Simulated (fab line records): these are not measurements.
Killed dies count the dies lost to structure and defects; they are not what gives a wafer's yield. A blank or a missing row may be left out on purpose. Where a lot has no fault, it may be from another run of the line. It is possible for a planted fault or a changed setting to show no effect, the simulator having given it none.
fab line records	flow nandHarc
record: lots: 13	wafers: 39	lastDay: 34
route steps=1302 shown A_BLC@1128 A_M0@1144 END@1302
lots with no fault: from the same line, run without faults
startH: hours from the record's first day to the start of the lot's first wafer shown	waitH: how many hours have passed since the lot's step before this one	" the same as in the row above	L1.1+2: a single row standing in for several wafers	- either no value or no given start	* or withheld: withheld	< > ~ a bound
route shown NAME@n: names a module that has steps shown in the file, with the first one's number in the route	usual: mean and standard deviation over wafers with no fault	same: alike in all rows	chamber/n: place in a boat	sites: each site's reading	_std_site: how widely they spread, as a standard deviation	_edge_site: the outer-site mean with the inner-site mean subtracted	radiusMm: how far each site lies from the wafer's centre	mask NAME#n: copy n	behind: the last tool/chamber to shape the wafer	hold: the reason the lot was held/the length of the hold in hours/how it ended	device: whichever transistor did not switch (one of n, p or np)	end of line: tests of these same wafers at the route's end	a step given without rows: its recipe and nothing more	killed: count of dies lost to structure and defects at first sort (not the wafer's yield)	map: a wafer's dies, x killed, . not, _ none there
set.NAME: the setting as run; set.NAME@STEP: as run at that earlier step	model.NAME: the simulator's own value behind a step, which no gauge read
steps of the route over a sample of lots; a table a step, a row a wafer
services: from which hour (startH, from the record's first day; less than 0 if before it) a tool's chamber was out of use, for how many hours, and why
== steps ==
step: NHARC_A_BLC_DEGAS_30
recipe: tempC: 300	timeS: 60
usual: heaterPowerW: 481/42
lot.wafer	tool	chamber	startH	waitH	heaterPowerW
L515.3	pvdSputter-01	-	542.57	-	503
L515.1	"	-	"	"	497
L515.2	"	-	"	"	424
L517.2	pvdSputter-01	-	547.29	-	498
L517.4	"	-	"	"	527
L517.6	"	-	"	"	508
L516.1	pvdSputter-01	-	549.07	-	529
L516.4	"	-	"	"	494
L516.5	"	-	"	"	520
L519.1	pvdSputter-03	-	579.66	-	516
L519.2	"	-	"	"	448
L519.6	"	-	"	"	456
L521.4	pvdSputter-02	-	596.69	-	526
L521.6	"	-	"	"	478
L521.5	"	-	"	"	437
L520.4	pvdSputter-03	-	597.36	-	447
L520.1	"	-	"	"	449
L520.3	"	-	"	"	497
L522.3	pvdSputter-03	-	609.18	-	514
L522.6	"	-	"	"	488
L522.5	"	-	"	"	538
L524.3	pvdSputter-02	-	622.21	-	461
L524.4	"	-	"	"	466
L524.5	"	-	"	"	458
L525.3	pvdSputter-01	-	640.58	-	485
L525.1	"	-	"	"	515
L525.6	"	-	"	"	505
L529.1	pvdSputter-01	-	681.78	-	523
L529.2	"	-	"	"	511
L529.6	"	-	"	"	494
L533.1	pvdSputter-01	-	707.40	-	404
L533.4	"	-	"	"	527
L533.3	"	-	"	"	472
L532.4	pvdSputter-01	-	714.49	-	399
L532.3	"	-	"	"	530
L532.5	"	-	"	"	497
L536.2	pvdSputter-02	-	761.69	-	516
L536.4	"	-	"	"	451
L536.6	"	-	"	"	470
step: NHARC_A_BLC_CMP_25
recipe: tOverpolishS: 30	targetThkNm: 150
usual: motorCurrentA: 11.4/1	overpolishRunS: 30.000/0.01	padLifeWafers: 186/100	timeToEndpointS: 29/3.5
lot.wafer	tool	chamber	startH	waitH	motorCurrentA	overpolishRunS	padLifeWafers	timeToEndpointS
L515.3	cmp-04	0	543.54	0.2	9.0	29.992	144	28
L515.2	"	1	"	"	12.2	29.994	145	30
L515.1	"	2	"	"	11.7	29.990	146	28
L517.4	cmp-04	3	548.28	0.3	11.8	30.007	157	21
L517.2	"	0	"	"	8.9	30.004	158	29
L517.6	"	3	"	"	11.7	30.015	-	21
L516.4	cmp-01	1	550.06	0.3	11.3	29.993	301	33
L516.1	"	2	"	"	12.6	30.003	302	27
L516.5	"	1	"	"	11.5	29.986	-	32
L519.1	cmp-04	2	580.62	0.5	11.3	30.010	282	32
L519.2	"	1	"	"	12.7	30.000	285	33
L519.6	"	3	"	"	11.7	30.002	-	24
L521.4	cmp-04	1	597.66	0.3	12.6	29.998	361	34
L521.6	"	0	"	"	9.4	30.012	-	33
L521.5	"	1	"	"	12.7	29.993	-	36
L520.3	cmp-03	2	598.34	0.3	10.9	29.998	132	26
L520.4	"	3	"	"	10.9	30.006	133	28
L520.1	"	0	"	"	11.5	30.017	134	21
L522.3	cmp-01	2	610.15	0.2	12.2	30.008	132	26
L522.5	"	2	"	"	12.5	30.001	-	27
L522.6	"	3	"	"	10.9	29.987	-	26
L524.4	cmp-04	3	623.21	0.3	11.7	29.994	73	25
L524.3	"	1	"	"	12.8	29.986	75	33
L524.5	"	3	"	"	12.2	30.021	-	27
L525.3	cmp-03	3	641.56	0.2	10.6	29.993	294	29
L525.1	"	2	"	"	10.7	30.003	297	30
L525.6	"	0	"	"	11.9	30.016	-	24
L529.2	cmp-03	1	682.88	0.5	11.6	30.009	97	28
L529.1	"	2	"	"	11.6	30.013	98	32
L529.6	"	1	"	"	12.2	30.004	-	27
L533.1	cmp-01	1	708.38	0.5	11.5	29.989	138	37
L533.3	"	2	"	"	12.5	30.006	139	32
L533.4	"	0	"	"	12.4	30.010	141	29
L532.3	cmp-01	3	715.46	0.2	10.4	29.980	168	32
L532.4	"	2	"	"	12.5	30.001	171	32
L532.5	"	3	"	"	11.4	29.997	-	33
L536.2	cmp-03	2	762.71	0.4	11.0	30.011	18	29
L536.4	"	3	"	"	10.5	30.005	19	28
L536.6	"	3	"	"	10.8	29.998	-	31
step: NHARC_A_BLC_INSPECT_28
usual: rawDefectCount: 551/130
lot.wafer	tool	chamber	startH	waitH	rawDefectCount
L515.1	defectInspect-02	-	543.94	0.1	479
L515.2	"	-	"	"	526
L515.3	"	-	"	"	545
L517.2	defectInspect-01	-	548.66	0.1	611
L517.4	"	-	"	"	491
L517.6	"	-	"	"	395
L516.1	defectInspect-01	-	550.44	0.1	435
L516.4	"	-	"	"	483
L516.5	"	-	"	"	401
L519.1	defectInspect-02	-	581.03	0.1	541
L519.2	"	-	"	"	701
L519.6	"	-	"	"	487
L521.4	defectInspect-01	-	598.04	0.1	673
L521.5	"	-	"	"	435
L521.6	"	-	"	"	437
L520.1	defectInspect-02	-	598.74	0.1	415
L520.3	"	-	"	"	448
L520.4	"	-	"	"	564
L522.3	defectInspect-01	-	610.56	0.1	775
L522.5	"	-	"	"	858
L522.6	"	-	"	"	712
L524.3	defectInspect-01	-	623.59	0.1	570
L524.4	"	-	"	"	595
L524.5	"	-	"	"	524
L525.1	defectInspect-02	-	641.96	0.1	602
L525.3	"	-	"	"	541
L525.6	"	-	"	"	560
L529.1	defectInspect-01	-	683.26	0.1	837
L529.2	"	-	"	"	536
L529.6	"	-	"	"	440
L533.1	defectInspect-02	-	708.78	0.1	422
L533.3	"	-	"	"	429
L533.4	"	-	"	"	606
L532.3	defectInspect-01	-	715.86	0.1	660
L532.4	"	-	"	"	842
L532.5	"	-	"	"	698
L536.2	defectInspect-01	-	763.12	0.1	749
L536.4	"	-	"	"	504
L536.6	"	-	"	"	471
step: NHARC_A_M0_EXPOSE_06
recipe: na: 1.35	targetCdNm: 80	doseMj: 83.25	maskId: A_M0
usual: exposureDoseMJCm2: 83.23/0.079
lot.wafer	tool	chamber	startH	waitH	mask	exposureDoseMJCm2
L515.1	arfiScanner-02	0	544.70	-	A_M0#0	83.12
L515.2	"	0	"	"	A_M0#0	83.24
L515.3	"	0	"	"	A_M0#0	83.16
L517.2	arfiScanner-01	0	549.56	-	A_M0#0	83.30
L517.4	"	0	"	"	A_M0#0	83.21
L517.6	"	0	"	"	A_M0#0	83.18
L516.1	arfiScanner-03	0	551.37	-	A_M0#0	83.36
L516.4	"	0	"	"	A_M0#0	83.28
L516.5	"	0	"	"	A_M0#0	83.29
L519.1	arfiScanner-01	0	581.66	-	A_M0#0	83.17
L519.2	"	0	"	"	A_M0#0	83.24
L519.6	"	0	"	"	A_M0#0	83.15
L521.4	arfiScanner-02	0	598.81	-	A_M0#0	83.06
L521.5	"	0	"	"	A_M0#0	83.32
L521.6	"	0	"	"	A_M0#0	83.21
L520.1	arfiScanner-03	0	599.50	-	A_M0#0	83.21
L520.3	"	0	"	"	A_M0#0	83.15
L520.4	"	0	"	"	A_M0#0	83.23
L522.3	arfiScanner-03	0	611.26	-	A_M0#0	83.34
L522.5	"	0	"	"	A_M0#0	83.41
L522.6	"	0	"	"	A_M0#0	83.27
L524.3	arfiScanner-03	0	624.23	-	A_M0#0	79.74
L524.4	"	0	"	"	A_M0#0	79.88
L524.5	"	0	"	"	A_M0#0	79.71
L525.1	arfiScanner-03	0	642.59	-	A_M0#0	80.59
L525.3	"	0	"	"	A_M0#0	80.45
L525.6	"	0	"	"	A_M0#0	80.50
L529.1	arfiScanner-03	0	684.02	-	A_M0#0	81.11
L529.2	"	0	"	"	A_M0#0	81.16
L529.6	"	0	"	"	A_M0#0	81.06
L533.1	arfiScanner-02	0	709.77	-	A_M0#0	83.36
L533.3	"	0	"	"	A_M0#0	83.29
L533.4	"	0	"	"	A_M0#0	83.20
L532.3	arfiScanner-01	0	716.63	-	A_M0#0	83.13
L532.4	"	0	"	"	A_M0#0	83.14
L532.5	"	0	"	"	A_M0#0	83.21
L536.2	arfiScanner-01	0	763.88	-	A_M0#0	83.41
L536.4	"	0	"	"	A_M0#0	83.21
L536.6	"	0	"	"	A_M0#0	83.25
step: NHARC_END_SORT_01
recipe: tempC: 25
usual: defectLimitedYield: 90.5/2.4	killedAtArray: 59/16	killedAtOther: 0.7/1.1	killedAtPeriphery: 4/3	killedDies: 64/16	killedOpen: 3.4/1.8	killedShort: 2.6/1.7
same: grossDies: 677
lot.wafer	tool	chamber	startH	waitH	defectLimitedYield[%]	killedAtArray	killedAtOther	killedAtPeriphery	killedDies	killedOpen	killedShort
L515.1	prober-02	0	585.16	2.5	87.4	83	1	1	85	1	2
L515.2	prober-02	0	585.96	2.8	90.0	65	2	1	68	2	4
L515.3	prober-02	0	586.76	3.1	89.1	74	0	0	74	1	4
L516.1	prober-01	0	594.74	2.5	88.3	75	1	3	79	4	3
L516.4	prober-01	0	597.16	3.4	89.5	68	0	3	71	5	4
L516.5	prober-01	0	597.97	3.7	87.9	81	0	1	82	4	3
L517.2	prober-02	0	595.63	2.8	93.4	45	0	0	45	2	0
L517.4	prober-02	0	597.23	3.4	92.3	50	1	1	52	2	2
L517.6	prober-02	0	598.83	4.0	91.4	54	2	2	58	4	2
L519.1	prober-02	0	623.70	2.5	89.5	66	0	5	71	1	3
L519.2	prober-02	0	624.51	2.8	90.0	64	1	3	68	7	1
L519.6	prober-02	0	627.71	4.0	89.1	66	3	5	74	6	1
L520.1	prober-01	0	638.96	2.4	88.0	67	3	11	81	3	2
L520.3	prober-01	0	640.58	3.1	87.9	72	3	7	82	2	6
L520.4	prober-01	0	641.39	3.4	86.7	81	0	9	90	4	5
L521.4	prober-02	0	641.44	3.4	93.1	33	0	14	47	5	3
L521.5	prober-02	0	642.24	3.7	95.1	24	1	8	33	1	0
L521.6	prober-02	0	643.04	4.0	93.8	34	0	8	42	2	3
L522.3	prober-01	0	653.94	3.1	91.4	57	0	1	58	3	2
L522.5	prober-01	0	655.52	3.7	90.0	66	0	2	68	1	2
L522.6	prober-01	0	656.31	3.9	90.0	66	0	2	68	1	4
L524.3	prober-01	0	667.10	3.1	92.2	47	0	6	53	2	5
L524.4	prober-01	0	667.90	3.4	91.1	54	1	5	60	3	2
L524.5	prober-01	0	668.70	3.7	93.4	45	0	0	45	2	2
L525.1	prober-02	0	684.00	2.5	92.5	49	0	2	51	5	3
L525.3	prober-02	0	685.58	3.1	91.0	60	0	1	61	5	4
L525.6	prober-02	0	687.96	4.0	92.2	51	0	2	53	3	2
L529.1	prober-01	0	724.27	2.5	91.1	56	0	4	60	3	1
L529.2	prober-01	0	725.07	2.8	95.0	32	0	2	34	1	2
L529.6	prober-01	0	728.30	4.0	91.7	47	0	9	56	6	4
L533.1	prober-02	0	746.48	2.5	90.1	64	0	3	67	1	1
L533.3	prober-02	0	748.06	3.1	87.4	81	1	3	85	1	4
L533.4	prober-02	0	748.85	3.4	90.7	59	1	3	63	1	2
L532.3	prober-01	0	764.94	3.1	90.4	62	0	3	65	3	3
L532.4	prober-01	0	765.72	3.3	92.0	51	2	1	54	1	2
L532.5	prober-01	0	766.49	3.6	90.8	58	0	4	62	4	6
L536.2	prober-02	0	803.38	2.8	91.4	53	0	5	58	3	2
L536.4	prober-02	0	804.99	3.4	89.2	68	1	4	73	1	5
L536.6	prober-02	0	806.61	4.0	90.8	57	1	4	62	5	1
killed by level:class
L515.1 A_CHANNEL_HOLE_D1:chamberFilmFlake=38 A_SLIT:chamberFilmFlake=26 A_CHANNEL_HOLE_D2:chamberFilmFlake=7 A_STAIRCASE:chamberFilmFlake=4 A_M1:chamberFilmFlake=3 A_WL_FILL:chamberFilmFlake=2 P_STI:geometricParticle:short=1 A_ONON_D1:geometricParticle:short=1
L515.2 A_CHANNEL_HOLE_D1:chamberFilmFlake=33 A_SLIT:chamberFilmFlake=17 A_CHANNEL_HOLE_D2:chamberFilmFlake=3 A_WL_FILL:chamberFilmFlake=2 A_STAIRCASE:chamberFilmFlake=2 A_M1:chamberFilmFlake=2 THIN_TSV:chamberFilmFlake=2 P_M1:geometricParticle:short=1
L515.3 A_CHANNEL_HOLE_D1:chamberFilmFlake=32 A_SLIT:chamberFilmFlake=23 A_CHANNEL_HOLE_D2:chamberFilmFlake=6 A_STAIRCASE:chamberFilmFlake=4 A_ONON_D1:geometricParticle:short=2 A_CONTACT:unspecified=2 A_CHANNEL_HOLE_D1:geometricParticle:short=1 A_DECK1_JOINT:geometricParticle:open=1
L516.1 A_CHANNEL_HOLE_D1:chamberFilmFlake=31 A_SLIT:chamberFilmFlake=18 A_CHANNEL_HOLE_D2:chamberFilmFlake=10 A_CONTACT:chamberFilmFlake=4 A_STAIRCASE:chamberFilmFlake=3 A_ONON_D1:geometricParticle:open=2 A_CHANNEL_FILL_D2:chamberFilmFlake=2 P_GATE:geometricParticle:short=1
L517.2 A_CHANNEL_HOLE_D2:chamberFilmFlake=32 A_CONTACT:chamberFilmFlake=5 A_CHANNEL_HOLE_D1:chamberFilmFlake=2 A_STAIRCASE:chamberFilmFlake=2 A_CHANNEL_HOLE_D1:geometricParticle:open=1 A_SGD_CUT:geometricParticle:open=1 A_DECK1_JOINT:chamberFilmFlake=1 A_SLIT:chamberFilmFlake=1
L516.4 A_CHANNEL_HOLE_D1:chamberFilmFlake=33 A_SLIT:chamberFilmFlake=11 A_CHANNEL_HOLE_D2:chamberFilmFlake=9 A_STAIRCASE:chamberFilmFlake=3 A_CONTACT:chamberFilmFlake=3 A_WL_FILL:chamberFilmFlake=2 P_STI:geometricParticle:open=1 P_GATE:geometricParticle:open=1
L517.4 A_CHANNEL_HOLE_D2:chamberFilmFlake=28 A_CONTACT:chamberFilmFlake=7 A_DECK1_JOINT:chamberFilmFlake=3 A_CHANNEL_HOLE_D1:chamberFilmFlake=2 A_STAIRCASE:chamberFilmFlake=2 A_ONON_D1:geometricParticle:short=1 A_CHANNEL_FILL_D1:geometricParticle:open=1 A_STAIRCASE:geometricParticle:short=1
L516.5 A_CHANNEL_HOLE_D1:chamberFilmFlake=35 A_SLIT:chamberFilmFlake=21 A_CHANNEL_HOLE_D2:chamberFilmFlake=6 A_STAIRCASE:chamberFilmFlake=4 A_CONTACT:chamberFilmFlake=3 A_DECK1_JOINT:geometricParticle:short=2 A_WL_FILL:geometricParticle:open=2 A_ZERO_WELL:chamberFilmFlake=2
L517.6 A_CHANNEL_HOLE_D2:chamberFilmFlake=39 A_CONTACT:chamberFilmFlake=4 A_CHANNEL_FILL_D1:geometricParticle:short=2 A_CHANNEL_HOLE_D1:chamberFilmFlake=2 A_DECK1_JOINT:chamberFilmFlake=2 A_ONON_D1:geometricParticle:open=1 A_DECK1_JOINT:geometricParticle:open=1 A_CHANNEL_HOLE_D2:geometricParticle:open=1
L519.1 A_CHANNEL_HOLE_D1:chamberFilmFlake=31 A_CHANNEL_HOLE_D2:chamberFilmFlake=16 A_STAIRCASE:chamberFilmFlake=5 A_SGD_CUT:chamberFilmFlake=4 A_WL_FILL:chamberFilmFlake=3 A_CONTACT:chamberFilmFlake=3 P_GATE:chamberFilmFlake=2 P_M0:geometricParticle:open=1
L519.2 A_CHANNEL_HOLE_D1:chamberFilmFlake=37 A_CHANNEL_HOLE_D2:chamberFilmFlake=9 A_STAIRCASE:chamberFilmFlake=5 A_M0:geometricParticle:open=2 P_ZERO_WELL:chamberFilmFlake=2 A_SGD_CUT:chamberFilmFlake=2 A_CONTACT:chamberFilmFlake=2 A_ONON_D1:geometricParticle:open=1
L519.6 A_CHANNEL_HOLE_D1:chamberFilmFlake=32 A_CHANNEL_HOLE_D2:chamberFilmFlake=18 A_STAIRCASE:chamberFilmFlake=5 P_ZERO_WELL:chamberFilmFlake=2 P_GATE:chamberFilmFlake=2 A_SGD_CUT:chamberFilmFlake=2 A_CONTACT:chamberFilmFlake=2 HYBRID_BOND:chamberFilmFlake=2
L520.1 A_CHANNEL_HOLE_D1:chamberFilmFlake=36 A_CHANNEL_HOLE_D2:chamberFilmFlake=10 A_CONTACT:chamberFilmFlake=9 A_WL_FILL:chamberFilmFlake=5 P_STI:chamberFilmFlake=4 P_M2:chamberFilmFlake=4 A_STAIRCASE:chamberFilmFlake=3 THIN_TSV:chamberFilmFlake=2
L520.3 A_CHANNEL_HOLE_D1:chamberFilmFlake=34 A_CONTACT:chamberFilmFlake=12 A_CHANNEL_HOLE_D2:chamberFilmFlake=9 A_STAIRCASE:chamberFilmFlake=5 P_STI:chamberFilmFlake=3 P_M2:chamberFilmFlake=3 THIN_TSV:chamberFilmFlake=3 A_WL_FILL:chamberFilmFlake=2
L520.4 A_CHANNEL_HOLE_D1:chamberFilmFlake=32 A_CHANNEL_HOLE_D2:chamberFilmFlake=13 A_CONTACT:chamberFilmFlake=12 A_WL_FILL:chamberFilmFlake=7 P_M2:chamberFilmFlake=6 A_STAIRCASE:chamberFilmFlake=4 A_WL_FILL:geometricParticle:open=2 A_DECK1_JOINT:chamberFilmFlake=2
L521.4 P_GATE:chamberFilmFlake=9 A_CHANNEL_HOLE_D2:chamberFilmFlake=9 A_CHANNEL_HOLE_D1:chamberFilmFlake=5 A_CONTACT:chamberFilmFlake=5 A_STAIRCASE:chamberFilmFlake=3 A_M0:geometricParticle:open=2 P_STI:chamberFilmFlake=2 A_ZERO_WELL:chamberFilmFlake=2
L521.5 A_CHANNEL_HOLE_D2:chamberFilmFlake=8 P_GATE:chamberFilmFlake=5 A_CONTACT:chamberFilmFlake=5 A_STAIRCASE:chamberFilmFlake=3 P_ZERO_WELL:chamberFilmFlake=2 A_CHANNEL_HOLE_D1:chamberFilmFlake=2 A_SLIT:chamberFilmFlake=2 A_ONON_D2:geometricParticle:open=1
L521.6 A_CONTACT:chamberFilmFlake=12 A_CHANNEL_HOLE_D1:chamberFilmFlake=5 A_CHANNEL_HOLE_D2:chamberFilmFlake=5 P_GATE:chamberFilmFlake=4 A_DECK1_JOINT:chamberFilmFlake=3 A_STAIRCASE:chamberFilmFlake=3 P_ZERO_WELL:chamberFilmFlake=2 A_ONON_D1:geometricParticle:short=1
L522.3 A_CHANNEL_HOLE_D1:chamberFilmFlake=27 A_CHANNEL_HOLE_D2:chamberFilmFlake=15 A_STAIRCASE:chamberFilmFlake=3 A_CONTACT:chamberFilmFlake=2 A_CHANNEL_FILL_D2:chamberFilmFlake=2 A_SLIT:chamberFilmFlake=2 A_SOURCE_PLATE:geometricParticle:open=1 A_CHANNEL_FILL_D1:geometricParticle:short=1
L522.5 A_CHANNEL_HOLE_D1:chamberFilmFlake=32 A_CHANNEL_HOLE_D2:chamberFilmFlake=17 A_CONTACT:chamberFilmFlake=6 A_SLIT:chamberFilmFlake=3 A_CHANNEL_FILL_D2:chamberFilmFlake=2 A_STAIRCASE:chamberFilmFlake=2 A_CHANNEL_HOLE_D2:geometricParticle:short=1 A_CHANNEL_FILL_D2:geometricParticle:short=1
L522.6 A_CHANNEL_HOLE_D1:chamberFilmFlake=36 A_CHANNEL_HOLE_D2:chamberFilmFlake=15 A_CONTACT:chamberFilmFlake=3 P_M2:chamberFilmFlake=2 A_STAIRCASE:chamberFilmFlake=2 A_SOURCE_PLATE:geometricParticle:short=1 A_CHANNEL_FILL_D1:geometricParticle:open=1 A_DECK1_JOINT:geometricParticle:short=1
L524.3 A_CHANNEL_HOLE_D2:chamberFilmFlake=17 A_SLIT:chamberFilmFlake=16 A_CHANNEL_HOLE_D1:chamberFilmFlake=6 A_CHANNEL_FILL_D2:geometricParticle:short=2 P_GATE:chamberFilmFlake=2 A_STAIRCASE:chamberFilmFlake=2 P_M0:geometricParticle:open=1 P_M2:geometricParticle:short=1
L524.4 A_SLIT:chamberFilmFlake=37 A_CHANNEL_HOLE_D2:chamberFilmFlake=7 P_GATE:chamberFilmFlake=4 A_WL_FILL:geometricParticle:short=2 A_CHANNEL_HOLE_D1:chamberFilmFlake=2 P_M1:geometricParticle:open=1 A_ONON_D1:geometricParticle:open=1 A_CHANNEL_FILL_D2:geometricParticle:open=1
L524.5 A_SLIT:chamberFilmFlake=23 A_CHANNEL_HOLE_D2:chamberFilmFlake=13 A_CHANNEL_HOLE_D1:chamberFilmFlake=3 A_WL_FILL:geometricParticle:short=2 A_ONON_D1:geometricParticle:open=1 A_CONTACT:geometricParticle:open=1 A_DECK1_JOINT:chamberFilmFlake=1 A_CONTACT:chamberFilmFlake=1
L525.1 A_CHANNEL_HOLE_D1:chamberFilmFlake=37 A_SOURCE_PLATE:geometricParticle:open=2 P_GATE:geometricParticle:short=1 A_CHANNEL_FILL_D1:geometricParticle:short=1 A_SGD_CUT:geometricParticle:short=1 A_SGD_CUT:geometricParticle:open=1 A_M0:geometricParticle:open=1 A_M1:geometricParticle:open=1
L525.3 A_CHANNEL_HOLE_D1:chamberFilmFlake=42 A_CONTACT:chamberFilmFlake=5 A_STAIRCASE:chamberFilmFlake=3 A_CHANNEL_FILL_D1:geometricParticle:open=2 A_ONON_D1:geometricParticle:short=1 A_DECK1_JOINT:geometricParticle:open=1 A_CHANNEL_HOLE_D2:geometricParticle:short=1 A_SGD_CUT:geometricParticle:short=1
L525.6 A_CHANNEL_HOLE_D1:chamberFilmFlake=34 A_STAIRCASE:chamberFilmFlake=4 A_SLIT:chamberFilmFlake=3 A_SGD_CUT:chamberFilmFlake=2 A_CONTACT:chamberFilmFlake=2 P_CONTACT:geometricParticle:open=1 A_CHANNEL_FILL_D1:geometricParticle:short=1 A_DECK1_JOINT:geometricParticle:open=1
L529.1 A_SLIT:chamberFilmFlake=31 A_CONTACT:chamberFilmFlake=8 A_CHANNEL_HOLE_D1:chamberFilmFlake=7 P_BONDPAD:chamberFilmFlake=2 A_STAIRCASE:chamberFilmFlake=2 A_WL_FILL:chamberFilmFlake=2 A_CHANNEL_FILL_D1:geometricParticle:short=1 A_CHANNEL_FILL_D2:geometricParticle:open=1
L529.2 A_SLIT:chamberFilmFlake=16 A_CHANNEL_HOLE_D1:chamberFilmFlake=4 A_CONTACT:chamberFilmFlake=4 A_STAIRCASE:chamberFilmFlake=2 A_CHANNEL_HOLE_D2:geometricParticle:short=1 A_CHANNEL_FILL_D2:geometricParticle:short=1 A_BLC:geometricParticle:open=1 P_STI:chamberFilmFlake=1
L529.6 A_SLIT:chamberFilmFlake=27 A_CHANNEL_HOLE_D1:chamberFilmFlake=9 P_BONDPAD:chamberFilmFlake=4 A_CONTACT:chamberFilmFlake=3 P_CONTACT:geometricParticle:open=2 P_GATE:geometricParticle:open=1 P_CONTACT:geometricParticle:short=1 A_CHANNEL_FILL_D1:geometricParticle:open=1
L533.1 A_CHANNEL_HOLE_D1:chamberFilmFlake=33 A_CHANNEL_HOLE_D2:chamberFilmFlake=15 A_CONTACT:chamberFilmFlake=6 A_SLIT:chamberFilmFlake=4 A_WL_FILL:chamberFilmFlake=2 P_M0:geometricParticle:open=1 A_SGD_CUT:geometricParticle:short=1 P_CONTACT:chamberFilmFlake=1
L533.3 A_CHANNEL_HOLE_D1:chamberFilmFlake=36 A_CHANNEL_HOLE_D2:chamberFilmFlake=27 A_CONTACT:chamberFilmFlake=7 A_ONON_D1:geometricParticle:short=2 P_M1:chamberFilmFlake=2 A_CHANNEL_FILL_D1:chamberFilmFlake=2 A_WL_FILL:chamberFilmFlake=2 A_STAIRCASE:chamberFilmFlake=2
L533.4 A_CHANNEL_HOLE_D1:chamberFilmFlake=25 A_CHANNEL_HOLE_D2:chamberFilmFlake=19 A_SLIT:chamberFilmFlake=5 A_CHANNEL_FILL_D1:chamberFilmFlake=3 P_M1:chamberFilmFlake=2 A_WL_FILL:chamberFilmFlake=2 A_CONTACT:chamberFilmFlake=2 P_M0:geometricParticle:short=1
L532.3 A_SLIT:chamberFilmFlake=37 A_CHANNEL_HOLE_D2:chamberFilmFlake=13 A_CHANNEL_HOLE_D1:chamberFilmFlake=6 A_ONON_D1:geometricParticle:open=2 P_CONTACT:geometricParticle:open=1 P_M0:geometricParticle:short=1 A_WL_FILL:geometricParticle:short=1 A_M0:geometricParticle:short=1
L532.4 A_CHANNEL_HOLE_D2:chamberFilmFlake=19 A_SLIT:chamberFilmFlake=18 A_CHANNEL_HOLE_D1:chamberFilmFlake=6 THIN_TSV:chamberFilmFlake=2 A_ONON_D1:geometricParticle:open=1 A_ONON_D2:geometricParticle:short=1 A_BLC:geometricParticle:short=1 P_BONDPAD:chamberFilmFlake=1
L532.5 A_CHANNEL_HOLE_D1:chamberFilmFlake=19 A_CHANNEL_HOLE_D2:chamberFilmFlake=14 A_SLIT:chamberFilmFlake=12 A_CHANNEL_FILL_D1:geometricParticle:short=2 A_WL_FILL:chamberFilmFlake=2 P_CONTACT:geometricParticle:short=1 A_CHANNEL_HOLE_D1:geometricParticle:open=1 A_CHANNEL_FILL_D1:geometricParticle:open=1
L536.2 A_SLIT:chamberFilmFlake=31 A_CHANNEL_HOLE_D1:chamberFilmFlake=13 A_CONTACT:chamberFilmFlake=3 P_ZERO_WELL:chamberFilmFlake=2 P_M2:chamberFilmFlake=2 A_STAIRCASE:chamberFilmFlake=2 P_GATE:geometricParticle:open=1 A_DECK1_JOINT:geometricParticle:open=1
L536.4 A_SLIT:chamberFilmFlake=34 A_CHANNEL_HOLE_D1:chamberFilmFlake=16 A_STAIRCASE:chamberFilmFlake=8 A_DECK1_JOINT:geometricParticle:short=2 A_WL_FILL:geometricParticle:short=2 P_M2:chamberFilmFlake=2 A_DECK1_JOINT:chamberFilmFlake=2 A_CONTACT:chamberFilmFlake=2
L536.6 A_SLIT:chamberFilmFlake=28 A_CHANNEL_HOLE_D1:chamberFilmFlake=15 A_CONTACT:chamberFilmFlake=6 A_M0:geometricParticle:open=2 P_M2:chamberFilmFlake=2 A_STAIRCASE:chamberFilmFlake=2 P_CONTACT:geometricParticle:open=1 A_DECK1_JOINT:geometricParticle:open=1
== services ==
tool	chamber	startH	hours	kind
cmp-04	-	519.34	5.4	repair
arfiScanner-03	-	540.00	4.0	pm
cmp-01	-	541.98	1.6	repair
cmp-04	-	547.76	0.4	repair
pvdSputter-01	-	549.41	6.2	repair
cmp-03	-	554.47	4.0	pm
arfiScanner-01	-	561.71	0.9	repair
cmp-03	-	562.91	2.7	repair
cmp-03	-	570.47	0.8	repair
cmp-01	-	577.57	4.0	pm
pvdSputter-01	-	582.00	10.0	pm
cmp-03	-	589.21	3.3	repair
arfiScanner-01	-	596.00	4.0	pm
cmp-04	-	601.02	4.0	pm
arfiScanner-01	-	604.09	0.7	repair
cmp-03	-	613.39	0.4	repair
cmp-04	-	624.45	0.5	repair
cmp-04	-	699.02	4.0	pm
arfiScanner-03	-	712.00	4.0	pm
arfiScanner-03	-	716.60	1.3	repair
cmp-04	-	722.36	1.8	repair
pvdSputter-01	-	731.90	1.3	repair
cmp-04	-	757.63	3.2	repair
pvdSputter-01	-	760.00	10.0	pm
== key ==
firstSign: step: NHARC_A_M0_EXPOSE_06	reading: exposureDoseMJCm2	direction: down	sigmas: 35	usual: 83.23	struck: 80.47
effect none on later readings
metAt NHARC_A_M0_EXPOSE_06
struckLots L524,L525,L529
loopTrim: step: NHARC_A_M0_EXPOSE_06	setting: dose	lots: L525,L529
notActingAt NHARC_A_BLC_DEGAS_30,NHARC_A_BLC_CMP_25,NHARC_A_BLC_INSPECT_28
onsetBetween 611.26 624.23
fault: kind: processParameterDrift	tool: arfiScanner-03	chamber: -	onsetH: 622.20	steps: NHARC_A_M0_EXPOSE_06	channel: doseMj	offset: -3.4093	shape: step	actsIn: theseRecipesOnly	stated: 83.25
loopTrim: a control loop set the setting to another value than it would have without faults
